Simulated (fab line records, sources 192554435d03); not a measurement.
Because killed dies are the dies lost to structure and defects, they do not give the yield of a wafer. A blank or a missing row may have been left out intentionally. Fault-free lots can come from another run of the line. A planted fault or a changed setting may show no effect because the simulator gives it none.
Comparing a struck lot with a sound one    flow n5_finfet    35 steps out of a route of 1938
Sound: these wafers, L696.1, L696.2, L696.5. Wafers struck: L703.2, L703.5, L703.6. At the end, the cause is stated.
Per side, at each step with rows, come the tool, then ch with its chambers, and then its first start. Under that, the readings that differ: sound wafers    struck wafers    difference of the means    sigmas: that difference in standard deviations of wafers without a fault.
alike: readings whose means differ by less than 2 such deviations, and words and numbers that are the same on both sides. not compared: withheld readings, readings that some wafer has no value for, bounds like >300 that may hide the same value, and numbers for which the record gives no deviation and whose values overlap.
The two part at a step that has a row with sigmas, a row that says differs or no value, or rows on one side only. Numbers that don't overlap but have no deviation are shown without sigmas and don't part them. A reading that every wafer of one side lacks parts them only if that side has two wafers or more.

first, 11 steps without rows for these wafers: N5_BEOL_M10_HM_STRIP_39 (strips TiN in peroxide tin strip, target depth 25 nm, time 158 s); N5_BEOL_M10_SRD_40 (time 30 s); N5_BEOL_M10_PRECLEAN_42 (cleans in residue remover, time 60 s); N5_BEOL_M10_SRD_43 (time 30 s); N5_BEOL_M10_CURE_72 (cures SiCOH lowk, time 120 s); N5_BEOL_M10_DEGAS_44 (time 60 s); N5_BEOL_M10_PRE_CLEAN_45 (time 30 s); N5_BEOL_M10_ALD_74 (deposits TaN, target thk 2 nm, pulse time 2 s, purge time 3 s); N5_BEOL_M10_SURFACE_TREAT_76; N5_BEOL_M10_CVD_75 (deposits Co from CCTBA/H2, target thk 2 nm, time 138.9 s); N5_BEOL_M10_SPUTTER_48 (material Cu, target thk 12 nm, time 2 s).
N5_BEOL_M10_ECD_50: material Cu, target thk 318 nm.
  sound on ecd_cu-01 ch 0,1, day 10 11:08; struck on ecd_cu-01 ch 0,1, day 12 04:50
then, 22 steps without rows for these wafers: N5_BEOL_M10_ANNEAL_51 (time 90 s); N5_BEOL_M10_CMP_52 (polishes, stops on SiCOH lowk, t overpolish 7 s, target thk 140 nm); N5_BEOL_M10_PRE_CLEAN_55 (time 15 s); N5_BEOL_M10_DEP_56 (deposits SiCN from 3MS/NH3, target thk 15 nm, time 26.5 s); N5_BEOL_M11_ILD_DEP_00 (deposits SiCOH lowk from DEMS/porogen, target thk 308.51 nm, time 58 s); N5_BEOL_M11_CURE_71 (cures SiCOH lowk, time 240 s); N5_BEOL_M11_PECVD_70 (deposits SiO2 from TEOS/O2, target thk 20 nm, time 22.7 s); N5_BEOL_M11_HM_DEP_02 (deposits TiN, target thk 20 nm); N5_BEOL_M11_COAT_59 (time 60 s, resist thk 100 nm); N5_BEOL_M11_COAT_60 (time 60 s, resist thk 30 nm); N5_BEOL_M11_COAT_05 (resist thk 90 nm); N5_BEOL_M11_EBR_07; N5_BEOL_M11_SOFTBAKE_06 (time 60 s); N5_BEOL_M11_EXPOSE_08 (exposes mask M11); N5_BEOL_M11_PEB_09 (peb time 60 s); N5_BEOL_M11_DEVELOP_10 (develop time 30 s); N5_BEOL_M11_DESCUM_16 (chemistry O2, time 7.9 s); N5_BEOL_M11_ETCH_61 (etches SiARC in CF4, target depth 39 nm, time 65 s); N5_BEOL_M11_ETCH_62 (etches SOC in N2/H2, target depth 110 nm, overetch 22 nm, time 165 s); N5_BEOL_M11_STRIP_68 (strips in N2/H2); N5_BEOL_M11_STRIP_67 (strips in CF4); N5_BEOL_M11_HM_OPEN_17 (chemistry Cl2/BCl3, target TiN, target depth 20 nm, overetch 6 nm).
N5_PASSIVATION_PROBE_49:
  rows exist in the record for the struck wafers here (prober-01, day 14 04:00), but not for the sound ones

WHERE THEY PART
Within this record, at N5_PASSIVATION_PROBE_49 only.

WHY: what the simulator had put in
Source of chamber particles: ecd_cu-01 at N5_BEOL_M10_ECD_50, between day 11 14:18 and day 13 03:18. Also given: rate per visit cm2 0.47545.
